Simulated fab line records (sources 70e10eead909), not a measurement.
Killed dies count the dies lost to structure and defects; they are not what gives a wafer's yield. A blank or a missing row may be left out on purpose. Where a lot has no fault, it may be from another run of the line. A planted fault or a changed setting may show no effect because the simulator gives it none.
Matching of chambers | flow nand harc | NHARC_A_CHANNEL_FILL_D1_ALD_02 on ald hk-02 has 4 sister chambers
The step deposits SiO2, target thk 6 nm, pulse time 10 s, ald cycles 60. 16 wafers are shown with their chamber, then 8 later ones without.

== EACH WAFER AND ITS CHAMBER ==
wafer  | chamber | heater power w (W) | precursor pulse height rel
L074.1 | 3       | 422                | 1.012
L074.2 | 0       | 528                | 0.977
L074.6 | 2       | 490                | 0.989
L077.2 | 2       | 496                | 0.985
L077.4 | 0       | 514                | 1.040
L077.6 | 3       | 423                | 1.023
L078.1 | 3       | 428                | 0.995
L078.2 | 2       | 491                | 0.979
L078.4 | 0       | 516                | 0.983
L081.2 | 1       | 414                | 0.969
L081.4 | 0       | 527                | 0.994
L081.5 | 2       | 499                | 0.960
L086.1 | 3       | 422                | 0.959
L086.2 | 1       | 423                | 0.954
L086.4 | 2       | 497                | 0.992
L088.1 | 1       | 413                | 0.995

SIGNATURES (averages over the wafers above)
reading                    | chamber 0 | chamber 1 | chamber 2 | chamber 3 | scatter within a chamber
heater power w             | 521.25    | 416.67    | 494.60    | 423.75    | 5.04
precursor pulse height rel | 0.99850   | 0.97267   | 0.98100   | 0.99725   | 0.0229
Rule: distance of a wafer from a chamber = root of the sum over the readings of ((wafer's reading minus chamber's mean) / reading's scatter) squared. If the next closest chamber is less than 2 further off than the closest, the wafer can't be placed; otherwise it belongs to the closest. The scatter: the root of (the sum of the squares of (reading less its chamber's mean) over the shown wafers, divided by (wafers less chambers)).

== WAFERS MISSING THEIR CHAMBER ==
wafer  | heater power w (W) | precursor pulse height rel
L088.3 | 521                | 0.998
L088.4 | 419                | 0.989
L090.1 | 421                | 1.020
L090.2 | 495                | 1.026
L090.4 | 439                | 0.998
L091.1 | 533                | 0.974
L091.3 | 424                | 1.012
L091.5 | 427                | 0.992

== CHAMBER TAKEN BY EACH ==
wafer  | from the rows above     | in truth
L088.3 | 0                       | 0
L088.4 | can't be placed: 1 or 3 | 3
L090.1 | can't be placed: 3 or 1 | 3
L090.2 | 2                       | 2
L090.4 | can't be placed: 3 or 1 | 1
L091.1 | 0                       | 0
L091.3 | can't be placed: 3 or 1 | 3
L091.5 | can't be placed: 3 or 1 | 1
Correctly placed: 3 of 8. From these rows, 5 cannot be placed; in 5 the true chamber is one of the candidates. Placed wrongly: 0.
